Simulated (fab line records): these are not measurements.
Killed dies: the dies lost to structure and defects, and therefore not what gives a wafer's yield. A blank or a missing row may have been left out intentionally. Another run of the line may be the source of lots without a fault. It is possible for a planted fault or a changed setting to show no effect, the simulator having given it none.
Chamber matching + flow nandHarc + 4 sister chambers for NHARC_THIN_TSV_CMP_01 on cmp-04
The step polishes. 4 wafers are shown with their chamber, then 7 later ones without.

## WAFERS, EACH WITH ITS CHAMBER
| wafer  | chamber | motorCurrentA (A) |
|--------|---------|-------------------|
| L555.2 | 3       | 13.5              |
| L555.5 | 1       | 11.7              |
| L558.1 | 2       | 12.6              |
| L558.2 | 0       | 11.5              |

## WAFERS WITH NO CHAMBER GIVEN
| wafer  | motorCurrentA (A) |
|--------|-------------------|
| L558.6 | 11.7              |
| L568.1 | 11.7              |
| L568.2 | 11.9              |
| L568.4 | 11.3              |
| L569.2 | 11.3              |
| L569.3 | 13.8              |
| L569.5 | 14.2              |

## EACH ONE'S CHAMBER
| wafer  | from the rows above          | in truth |
|--------|------------------------------|----------|
| L558.6 | can't be placed: 1 or 0      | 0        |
| L568.1 | can't be placed: 1 or 0      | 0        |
| L568.2 | can't be placed: 1 or 0 or 2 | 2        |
| L568.4 | can't be placed: 0 or 1      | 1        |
| L569.2 | can't be placed: 0 or 1      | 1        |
| L569.3 | 3                            | 3        |
| L569.5 | 3                            | 3        |
Correct placement for 2 of the 7. These rows do not allow placing 5 (true chamber among the candidates in 5). Wrongly placed: 0.
How it was worked out, from the rows above alone: a wafer's distance from a chamber is the root of the sum, over the readings, of the square of ((its reading less the chamber's mean) divided by the reading's scatter). The wafer belongs to the nearest chamber; if the next one is less than 2 further off, it can't be placed. For every chamber, the mean is computed from those of its wafers that are shown. The scatter (one wafer shown for each chamber): square how far every hidden wafer sits from the nearest shown wafer, average those squares and take the square root.
